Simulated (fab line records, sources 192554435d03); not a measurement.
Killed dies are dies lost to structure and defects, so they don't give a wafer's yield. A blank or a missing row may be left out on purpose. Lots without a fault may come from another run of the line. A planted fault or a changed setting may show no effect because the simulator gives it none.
Which tool did it? | flow n5_finfet | 24 lots, 72 wafers sampled, at 3 steps of a route of 1938

WHAT THE GAUGES READ, wafer by wafer
N5_FIN_SAQP_THK_MEAS_05.
lot  | measured    | on            | thk_nm (nm)
L074 | day 1 20:51 | film_metro-01 | 37.9 37.5 37.7
L075 | day 2 02:44 | film_metro-01 | 37.1 37.2 38.1
L076 | day 2 10:07 | film_metro-01 | 36.9 37.8 37.2
L077 | day 2 16:07 | film_metro-02 | 37.8 38.2 38.1
L078 | day 2 21:21 | film_metro-02 | 37.5 37.9 37.8
L079 | day 3 04:52 | film_metro-02 | 38.0 38.4 38.5
L080 | day 3 09:13 | film_metro-02 | 37.7 37.8 38.0
L081 | day 3 16:47 | film_metro-01 | 37.6 37.3 37.7
L082 | day 3 22:39 | film_metro-02 | 37.7 38.0 38.2
L083 | day 4 03:31 | film_metro-02 | 37.2 37.3 37.8
L084 | day 4 08:52 | film_metro-02 | 38.7 38.6 38.4
L085 | day 4 17:32 | film_metro-02 | 37.5 38.4 37.6
L086 | day 5 00:19 | film_metro-01 | 37.6 38.1 38.0
L087 | day 5 03:49 | film_metro-02 | 37.3 38.0 39.0
L088 | day 5 09:00 | film_metro-02 | 37.7 38.9 37.8
L089 | day 5 16:04 | film_metro-01 | 37.1 38.3 37.4
L090 | day 5 20:26 | film_metro-02 | 37.6 37.4 37.9
L091 | day 6 03:29 | film_metro-02 | 37.6 37.7 37.6
L092 | day 6 09:14 | film_metro-01 | 37.9 37.2 38.6
L093 | day 6 15:38 | film_metro-02 | 38.0 38.2 37.6
L094 | day 6 21:05 | film_metro-02 | 37.8 38.6 38.3
L095 | day 7 03:15 | film_metro-02 | 37.5 38.2 38.8
L096 | day 7 09:57 | film_metro-01 | 38.0 38.4 38.3
L097 | day 7 18:17 | film_metro-02 | 37.3 37.8 38.2

N5_FIN_SAQP_THK_MEAS_07.
lot  | measured    | on            | thk_nm (nm)
L074 | day 1 21:07 | film_metro-02 | 61.3 59.9 61.0
L075 | day 2 02:57 | film_metro-02 | 59.7 60.2 60.6
L076 | day 2 10:19 | film_metro-01 | 59.0 60.1 60.7
L077 | day 2 16:24 | film_metro-01 | 59.7 60.7 61.0
L078 | day 2 21:37 | film_metro-01 | 59.9 61.5 61.2
L079 | day 3 05:04 | film_metro-02 | 60.4 60.2 60.6
L080 | day 3 09:25 | film_metro-02 | 60.0 59.6 60.1
L081 | day 3 17:00 | film_metro-01 | 59.2 59.5 60.2
L082 | day 3 22:55 | film_metro-02 | 60.1 61.1 61.0
L083 | day 4 03:44 | film_metro-01 | 60.1 60.7 60.6
L084 | day 4 09:04 | film_metro-02 | 59.2 61.0 60.0
L085 | day 4 17:44 | film_metro-02 | 60.1 60.0 60.2
L086 | day 5 00:32 | film_metro-02 | 59.9 61.3 60.7
L087 | day 5 04:02 | film_metro-02 | 60.0 59.5 60.6
L088 | day 5 09:13 | film_metro-02 | 60.0 60.2 60.8
L089 | day 5 16:16 | film_metro-02 | 60.0 60.6 61.2
L090 | day 5 20:38 | film_metro-02 | 60.0 59.4 61.0
L091 | day 6 03:41 | film_metro-01 | 62.3 61.1 61.5
L092 | day 6 09:31 | film_metro-01 | 59.3 60.4 60.8
L093 | day 6 15:51 | film_metro-01 | 60.0 61.2 60.6
L094 | day 6 21:17 | film_metro-02 | 59.5 60.9 60.4
L095 | day 7 03:27 | film_metro-01 | 59.3 60.2 59.4
L096 | day 7 10:10 | film_metro-01 | 59.9 62.0 60.9
L097 | day 7 18:29 | film_metro-01 | 60.3 61.4 61.2

N5_FIN_SAQP_OVL_MEAS_17.
lot  | measured    | on         | FIN_CORE_OVL (nm)
L074 | day 1 21:32 | overlay-02 | -1.5 -0.2 -0.4
L075 | day 2 03:28 | overlay-02 | 0.3 -0.4 -0.5
L076 | day 2 10:43 | overlay-01 | -0.3 0.3 0.6
L077 | day 2 16:55 | overlay-02 | -0.6 0.3 -0.8
L078 | day 2 22:03 | overlay-01 | 0.3 -0.6 0.1
L079 | day 3 05:35 | overlay-01 | -1.1 -0.3 -1.0
L080 | day 3 09:57 | overlay-02 | -1.2 1.1 0.7
L081 | day 3 17:31 | overlay-02 | -0.6 -1.0 0.0
L082 | day 3 23:21 | overlay-01 | -1.5 0.4 -1.2
L083 | day 4 04:15 | overlay-02 | -0.5 0.0 -0.4
L084 | day 4 09:35 | overlay-01 | 0.2 -0.1 -0.5
L085 | day 4 18:18 | overlay-01 | -0.8 0.3 -1.8
L086 | day 5 00:56 | overlay-02 | -0.2 0.3 -1.1
L087 | day 5 04:33 | overlay-02 | 0.3 -0.7 -1.9
L088 | day 5 09:44 | overlay-02 | -0.5 0.7 -0.2
L089 | day 5 16:40 | overlay-01 | 0.5 -0.2 -0.3
L090 | day 5 21:02 | overlay-02 | 0.3 0.3 1.1
L091 | day 6 04:13 | overlay-02 | 0.4 0.4 -0.8
L092 | day 6 10:02 | overlay-01 | 0.6 -0.2 0.1
L093 | day 6 16:15 | overlay-01 | -0.3 0.8 -0.5
L094 | day 6 21:49 | overlay-01 | 0.1 3.2 0.1
L095 | day 7 03:59 | overlay-01 | 0.6 -0.3 1.1
L096 | day 7 10:41 | overlay-02 | -0.3 1.6 0.0
L097 | day 7 19:01 | overlay-01 | -0.6 -0.4 -0.4

WHICH TOOL RAN EACH LOT (tool, then ch and the chambers of the sampled wafers, then the start)
The record holds no process step before these readings.

WHAT THE TOOLS THEMSELVES READ (means of the sampled wafers that have a number; where no wafer has one, the mark that the record gives instead)
The record holds no such reading with a usual standard deviation.

THE ANSWER, worked out from the rows above alone
Rule: what is usual is taken from the lots themselves. Put in order of their means at a reading, lots are off if they are a third of the lots or fewer, leave a main group of 4 or more, and stand apart from it by a gap of 3 or more times the standard deviation of the main group's means; of several such gaps the widest counts. A main group whose means are all the same, to the digits that the tables above print for the reading, isn't used. A lot without any number at a reading at which 4 lots or more have one is off too. The other lots that the step has rows for count as sound. The gauges are gone through in route order, then the tools' own readings, and for those a lot's mean is taken as printed above. The first step at which some lot is off is used, and at that step the reading that is off furthest; a lot without a number counts as furthest.
No lot is off at any reading shown: from this, nothing can be told.

WHAT THE SIMULATOR HAD PUT IN
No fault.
